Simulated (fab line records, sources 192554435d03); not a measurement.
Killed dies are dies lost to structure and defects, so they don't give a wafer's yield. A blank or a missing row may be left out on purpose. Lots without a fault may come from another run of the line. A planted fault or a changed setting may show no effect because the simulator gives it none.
A struck lot beside a sound one | flow n5_finfet | 34 steps out of a route of 1938
Sound: wafers L713.4, L713.5, L713.6. Struck: wafers L699.2, L699.5, L699.6. The cause comes at the end.
At each step with rows: each side's tool, then ch and its chambers, then its first start. Under that, the readings that differ: sound wafers | struck wafers | difference of the means | sigmas: that difference in standard deviations of wafers without a fault.
alike: readings whose means differ by less than 2 such deviations, and words and numbers that are the same on both sides. not compared: withheld readings, readings that some wafer has no value for, bounds like >300 that may hide the same value, and numbers for which the record gives no deviation and whose values overlap.
The two part at a step that has a row with sigmas, a row that says differs or no value, or rows on one side only. Numbers that don't overlap but have no deviation are shown without sigmas and don't part them. A reading that every wafer of one side lacks parts them only if that side has two wafers or more.

first, 1 step without rows for these wafers: N5_BEOL_M4_DEVELOP_10 (develop time 30 s).
N5_BEOL_M4_CD_MEAS_11: target cd 16.79 nm.
  sound on cd_sem-02 ch 0, day 11 18:15; struck on cd_sem-02 ch 0, day 8 21:34
  alike: cd_nm
N5_BEOL_M4_OVL_MEAS_12:
  sound on overlay-01 ch 0, day 11 18:17; struck on overlay-02 ch 0, day 8 21:36
  alike: M4_OVL
N5_BEOL_M4_INSPECT_13: inspects for defects (brightfield).
  sound on defect_inspect-01, day 11 18:20; struck on defect_inspect-01, day 8 21:39
  alike: raw_defect_count
then, 1 step without rows for these wafers: N5_BEOL_M4_DESCUM_16 (chemistry O2, time 7 s).
N5_BEOL_M4_ETCH_74: etches underlayer in N2/H2, target depth 6.5 nm, time 5.2 s.
  sound on rie_diel-03 ch 0,2,3, day 11 18:24; struck on rie_diel-03 ch 1,2,3, day 8 21:43
  alike: drypump_motor_current_A, etch_rf_on_time_s, oes_product_au, rf_vpp_V, showerhead_plenum_p_Torr, throttle_valve_pct
  not compared: rf_hours_counter_h
N5_BEOL_M4_ETCH_63: etches SiARC in CF4, target depth 15.6 nm, time 26 s.
  sound on rie_diel-03 ch 0,2,3, day 11 18:25; struck on rie_diel-03 ch 1,2,3, day 8 21:44
  alike: drypump_motor_current_A, etch_rf_on_time_s, oes_product_au, rf_vpp_V, showerhead_plenum_p_Torr, throttle_valve_pct
  not compared: rf_hours_counter_h
then, 3 steps without rows for these wafers: N5_BEOL_M4_ETCH_64 (etches SOC in N2/H2, target depth 75 nm, overetch 22.5 nm, time 121.9 s); N5_BEOL_M4_STRIP_65 (strips in N2/H2); N5_BEOL_M4_STRIP_75 (strips in N2/H2).
N5_BEOL_M4_STRIP_66: strips in CF4.
  sound on rie_diel-03 ch 0,2,3, day 11 18:35; struck on rie_diel-03 ch 1,2,3, day 8 21:53
  reading              | sound             | struck            | difference | sigmas
  cf4_flow_sccm (sccm) | 149.9 149.1 149.7 | 150.5 150.8 150.2 | +0.9       | +2
  alike: bias_power_w, drypump_motor_current_A, oes_product_au, rf_vpp_V, showerhead_plenum_p_Torr, throttle_valve_pct
  not compared: rf_hours_counter_h
then, 1 step without rows for these wafers: N5_BEOL_M4_HM_OPEN_17 (chemistry Cl2/BCl3, target TiN, target depth 20 nm, overetch 6 nm).
N5_BEOL_M4_STRIP_19: strips in O2.
  sound on rie_diel-01 ch 2,3, day 11 18:44; struck on rie_diel-03 ch 0,3, day 8 22:06
  no value came back on the struck wafers for any of 7 readings (bias_power_w (W), chamber_pressure_mTorr (mTorr) and others); on the sound wafers bias_power_w (W) reads 0 0 0
  reading                                  | sound | struck     | difference | sigmas
  model.SOC_of_BEOL_M4_COAT_61.thk_nm (nm) | 0 0 0 | 52.4 52 52 | +52.1      |
  not compared: rf_hours_counter_h
N5_BEOL_M4_CD_MEAS_18: pitch 36 nm, target cd 18 nm.
  sound on cd_sem-01, day 11 18:48; struck on cd_sem-01, day 8 22:10
  alike: cd_nm
then, 9 steps without rows for these wafers: N5_BEOL_M4_COAT_67 (time 60 s, resist thk 60 nm); N5_BEOL_M4_COAT_68 (time 60 s, resist thk 12 nm); N5_BEOL_M4_COAT_76 (time 60 s, resist thk 5 nm); N5_BEOL_M4_COAT_22 (resist thk 30 nm); N5_BEOL_M4_EBR_24; N5_BEOL_M4_SOFTBAKE_23 (time 60 s); N5_BEOL_M4_EXPOSE_25 (exposes mask V3, defocus 5 nm); N5_BEOL_M4_PEB_26 (peb time 60 s); N5_BEOL_M4_DEVELOP_27 (develop time 30 s).
N5_BEOL_M4_CD_MEAS_28: target cd 26.2 nm, target cd y 24.1 nm.
  sound on cd_sem-01 ch 0, day 11 19:15; struck on cd_sem-03 ch 0, day 8 22:29
  alike: cd_nm
N5_BEOL_M4_OVL_MEAS_29:
  sound on overlay-01 ch 0, day 11 19:17; struck on overlay-01 ch 0, day 8 22:32
  reading     | sound         | struck         | difference | sigmas
  V3_OVL (nm) | -0.5 0.4 -0.6 | -2.4 -0.9 -1.7 | -1.4       | -2
N5_BEOL_M4_INSPECT_30: inspects for defects (brightfield).
  sound on defect_inspect-01, day 11 19:20; struck on defect_inspect-01, day 8 22:35
  alike: raw_defect_count
then, 3 steps without rows for these wafers: N5_BEOL_M4_DESCUM_33 (chemistry O2, time 7 s); N5_BEOL_M4_ETCH_77 (etches underlayer in N2/H2, target depth 6.5 nm, time 5.2 s); N5_BEOL_M4_ETCH_69 (etches SiARC in CF4, target depth 15.6 nm, time 26 s).
N5_BEOL_M4_ALD_98: deposits SiO2, target thk 2.5 nm, pulse time 1 s, co reactant pulse time 1 s.
  sound on ald_sin-02 ch 0,1, day 11 19:30; struck on ald_sin-01 ch 2,3, day 8 23:13
  alike: heater_power_w, precursor_pulse_height_rel
N5_BEOL_M4_ETCHBACK_99: etches SiO2 in CHF3, target depth 5 nm, time 10.4 s.
  sound on rie_diel-01 ch 2,3, day 12 09:20; struck on rie_diel-01 ch 0,1,3, day 9 04:03
  alike: drypump_motor_current_A, oes_product_au, rf_vpp_V, showerhead_plenum_p_Torr, throttle_valve_pct
  not compared: rf_hours_counter_h
N5_BEOL_M4_ETCH_70: etches SOC in N2/H2, target depth 80 nm, overetch 24 nm, time 130 s.
  sound on rie_diel-01 ch 2,3, day 12 09:22; struck on rie_diel-01 ch 0,1,3, day 9 04:05
  reading                  | sound             | struck            | difference | sigmas
  oes_product_au (a.u.)    | 0.51 0.51 0.55    | 0.68 0.82 0.79    | +0.24      | +5
  model.etch.depth_nm (nm) | 59.86 59.98 59.92 | 103.8 103.4 107.4 | +44.9      |
  alike: drypump_motor_current_A, rf_vpp_V, showerhead_plenum_p_Torr, throttle_valve_pct
  not compared: rf_hours_counter_h
then, 1 step without rows for these wafers: N5_BEOL_M4_STRIP_71 (strips in N2/H2).
N5_BEOL_M4_RC_MEAS_101:
  the record has rows for the sound wafers here (prober-01 ch 0, day 12 14:20) and none for the struck ones

WHERE THEY PART
First at N5_BEOL_M4_STRIP_66; last, within this record, at N5_BEOL_M4_RC_MEAS_101.

WHY: what the simulator had put in
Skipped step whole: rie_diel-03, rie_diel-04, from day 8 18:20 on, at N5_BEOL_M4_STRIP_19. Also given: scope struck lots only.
